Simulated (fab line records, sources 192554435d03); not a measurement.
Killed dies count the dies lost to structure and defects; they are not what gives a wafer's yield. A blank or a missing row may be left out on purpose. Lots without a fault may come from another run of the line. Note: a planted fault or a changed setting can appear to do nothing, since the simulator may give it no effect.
Check for tools in common || flow n5Finfet || 22 wafers sampled across 8 lots

WHY THIS WAS OPENED
At N5_SD_EPI_N_INSPECT_26 the reading rawDefectCount is flagged on 2 of 8 lots. No-fault wafers: 216, standard deviation 39.
Rule: a lot is flagged when every wafer of it that has a number lies more than 4 standard deviations from that mean, or none has a number. All remaining lots are regarded as sound.

{"lot": "L539", "measured": "day 3 04:29", "on": "defectInspect-01", "rawDefectCount, wafer by wafer": "252 307 201", "flag": ""}
{"lot": "L545", "measured": "day 4 17:52", "on": "defectInspect-02", "rawDefectCount, wafer by wafer": "171 275", "flag": ""}
{"lot": "L547", "measured": "day 5 08:26", "on": "defectInspect-02", "rawDefectCount, wafer by wafer": "791 794 815", "flag": "FLAGGED"}
{"lot": "L549", "measured": "day 5 16:29", "on": "defectInspect-01", "rawDefectCount, wafer by wafer": "804 714 726", "flag": "FLAGGED"}
{"lot": "L552", "measured": "day 6 12:15", "on": "defectInspect-02", "rawDefectCount, wafer by wafer": "268 232", "flag": ""}
{"lot": "L556", "measured": "day 7 10:32", "on": "defectInspect-01", "rawDefectCount, wafer by wafer": "289 241 291", "flag": ""}
{"lot": "L560", "measured": "day 8 09:47", "on": "defectInspect-02", "rawDefectCount, wafer by wafer": "210 178 172", "flag": ""}
{"lot": "L562", "measured": "day 9 03:24", "on": "defectInspect-02", "rawDefectCount, wafer by wafer": "187 218 280", "flag": ""}
The mean of the flagged lots' numbers is 774, +558 from the usual (+14 standard deviations).

TOOL THAT RAN EACH LOT
The record holds 3 process steps before the reading, out of a route of 1938 steps. Every cell lists first the tool, next ch and the chambers used by the sampled wafers, and last the start.
{"lot": "L539", "flag": "", "N5_SD_EPI_N_ETCHBACK_44": "rieDiel-06 ch 2,3, day 3 00:49", "N5_SD_EPI_N_ETCH_45": "rieDiel-06 ch 2,3, day 3 00:55", "N5_SD_EPI_N_PRECLEAN_48": "epiRpcvd-04 ch 0, day 3 01:41"}
{"lot": "L545", "flag": "", "N5_SD_EPI_N_ETCHBACK_44": "rieDiel-06 ch 0,3, day 4 13:30", "N5_SD_EPI_N_ETCH_45": "rieDiel-06 ch 0,3, day 4 13:36", "N5_SD_EPI_N_PRECLEAN_48": "epiRpcvd-04 ch 0, day 4 14:29"}
{"lot": "L547", "flag": "FLAGGED", "N5_SD_EPI_N_ETCHBACK_44": "rieDiel-05 ch 2,3, day 5 04:54", "N5_SD_EPI_N_ETCH_45": "rieDiel-05 ch 2,3, day 5 05:00", "N5_SD_EPI_N_PRECLEAN_48": "epiRpcvd-04 ch 0, day 5 05:37"}
{"lot": "L549", "flag": "FLAGGED", "N5_SD_EPI_N_ETCHBACK_44": "rieDiel-05 ch 2,3, day 5 12:54", "N5_SD_EPI_N_ETCH_45": "rieDiel-05 ch 2,3, day 5 13:00", "N5_SD_EPI_N_PRECLEAN_48": "epiRpcvd-04 ch 0, day 5 13:37"}
{"lot": "L552", "flag": "", "N5_SD_EPI_N_ETCHBACK_44": "rieDiel-02 ch 1,2, day 6 08:41", "N5_SD_EPI_N_ETCH_45": "rieDiel-02 ch 1,2, day 6 08:47", "N5_SD_EPI_N_PRECLEAN_48": "epiRpcvd-01 ch 0, day 6 09:30"}
{"lot": "L556", "flag": "", "N5_SD_EPI_N_ETCHBACK_44": "rieDiel-05 ch 0,1,3, day 7 06:44", "N5_SD_EPI_N_ETCH_45": "rieDiel-05 ch 0,1,3, day 7 06:50", "N5_SD_EPI_N_PRECLEAN_48": "epiRpcvd-01 ch 0, day 7 07:27"}
{"lot": "L560", "flag": "", "N5_SD_EPI_N_ETCHBACK_44": "rieDiel-06 ch 0,3, day 8 06:01", "N5_SD_EPI_N_ETCH_45": "rieDiel-06 ch 0,3, day 8 06:07", "N5_SD_EPI_N_PRECLEAN_48": "epiRpcvd-01 ch 0, day 8 06:58"}
{"lot": "L562", "flag": "", "N5_SD_EPI_N_ETCHBACK_44": "rieDiel-06 ch 1,2,3, day 8 23:52", "N5_SD_EPI_N_ETCH_45": "rieDiel-06 ch 1,2,3, day 8 23:58", "N5_SD_EPI_N_PRECLEAN_48": "epiRpcvd-02 ch 0, day 9 00:35"}
What the steps here do:
- N5_SD_EPI_N_ETCHBACK_44: etches SiNx in CH3F/O2, stops on SiO2, target depth 14.5 nm.
- N5_SD_EPI_N_ETCH_45: etches SiOCN in CH3F/O2, target depth 6 nm.
- N5_SD_EPI_N_PRECLEAN_48: cleans in NF3:NH3, afs cycles 2, time 20 s, sublimation time 60 s.
- N5_SD_EPI_N_INSPECT_26: inspects for defects (darkfield).

FLAGGED OVER TOTAL, TOOL BY TOOL (the gauges that took the reading come last)
{"step": "N5_SD_EPI_N_ETCHBACK_44", "tool": "rieDiel-02", "lots run": 1, "flagged": 0, "share of the flagged lots": "none", "sound lots run after its first flagged lot": "-"}
{"step": "N5_SD_EPI_N_ETCHBACK_44", "tool": "rieDiel-05", "lots run": 3, "flagged": 2, "share of the flagged lots": "all", "sound lots run after its first flagged lot": "1 (L556)"}
{"step": "N5_SD_EPI_N_ETCHBACK_44", "tool": "rieDiel-06", "lots run": 4, "flagged": 0, "share of the flagged lots": "none", "sound lots run after its first flagged lot": "-"}
{"step": "N5_SD_EPI_N_ETCH_45", "tool": "rieDiel-02", "lots run": 1, "flagged": 0, "share of the flagged lots": "none", "sound lots run after its first flagged lot": "-"}
{"step": "N5_SD_EPI_N_ETCH_45", "tool": "rieDiel-05", "lots run": 3, "flagged": 2, "share of the flagged lots": "all", "sound lots run after its first flagged lot": "1 (L556)"}
{"step": "N5_SD_EPI_N_ETCH_45", "tool": "rieDiel-06", "lots run": 4, "flagged": 0, "share of the flagged lots": "none", "sound lots run after its first flagged lot": "-"}
{"step": "N5_SD_EPI_N_PRECLEAN_48", "tool": "epiRpcvd-01", "lots run": 3, "flagged": 0, "share of the flagged lots": "none", "sound lots run after its first flagged lot": "-"}
{"step": "N5_SD_EPI_N_PRECLEAN_48", "tool": "epiRpcvd-02", "lots run": 1, "flagged": 0, "share of the flagged lots": "none", "sound lots run after its first flagged lot": "-"}
{"step": "N5_SD_EPI_N_PRECLEAN_48", "tool": "epiRpcvd-04", "lots run": 4, "flagged": 2, "share of the flagged lots": "all", "sound lots run after its first flagged lot": 0}
{"step": "N5_SD_EPI_N_INSPECT_26", "tool": "defectInspect-01", "lots run": 3, "flagged": 1, "share of the flagged lots": "some", "sound lots run after its first flagged lot": "1 (L556)"}
{"step": "N5_SD_EPI_N_INSPECT_26", "tool": "defectInspect-02", "lots run": 5, "flagged": 1, "share of the flagged lots": "some", "sound lots run after its first flagged lot": "3 (L552,L560,L562)"}

THE TABLE: WHAT IT ALLOWS
In the table, 3 rows ran each flagged lot (rieDiel-05 at N5_SD_EPI_N_ETCHBACK_44; rieDiel-05 at N5_SD_EPI_N_ETCH_45; epiRpcvd-04 at N5_SD_EPI_N_PRECLEAN_48).
- rieDiel-05 at N5_SD_EPI_N_ETCHBACK_44 ran 3 lots, 2 of them flagged. After the first flagged lot (L556), sound lots still ran on it; a lasting fault on the whole tool would not permit that.
- rieDiel-05 at N5_SD_EPI_N_ETCH_45 ran 3 lots, 2 of them flagged. After the first flagged lot (L556), sound lots still ran on it; a lasting fault on the whole tool would not permit that.
- epiRpcvd-04 at N5_SD_EPI_N_PRECLEAN_48 ran 4 lots, 2 of them flagged. It ran its last sound lot, L545, at day 4 14:29 and its first flagged lot, L547, at day 5 05:37: a fault with its onset between the two fits.
epiRpcvd-04 at N5_SD_EPI_N_PRECLEAN_48 is the single tool remaining.

WHAT WAS PUT IN BY THE SIMULATOR
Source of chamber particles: epiRpcvd-04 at N5_SD_EPI_N_PRECLEAN_48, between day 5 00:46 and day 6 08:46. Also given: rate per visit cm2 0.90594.
Lots struck among those shown: L547, L549. The rule above reached the same finding.
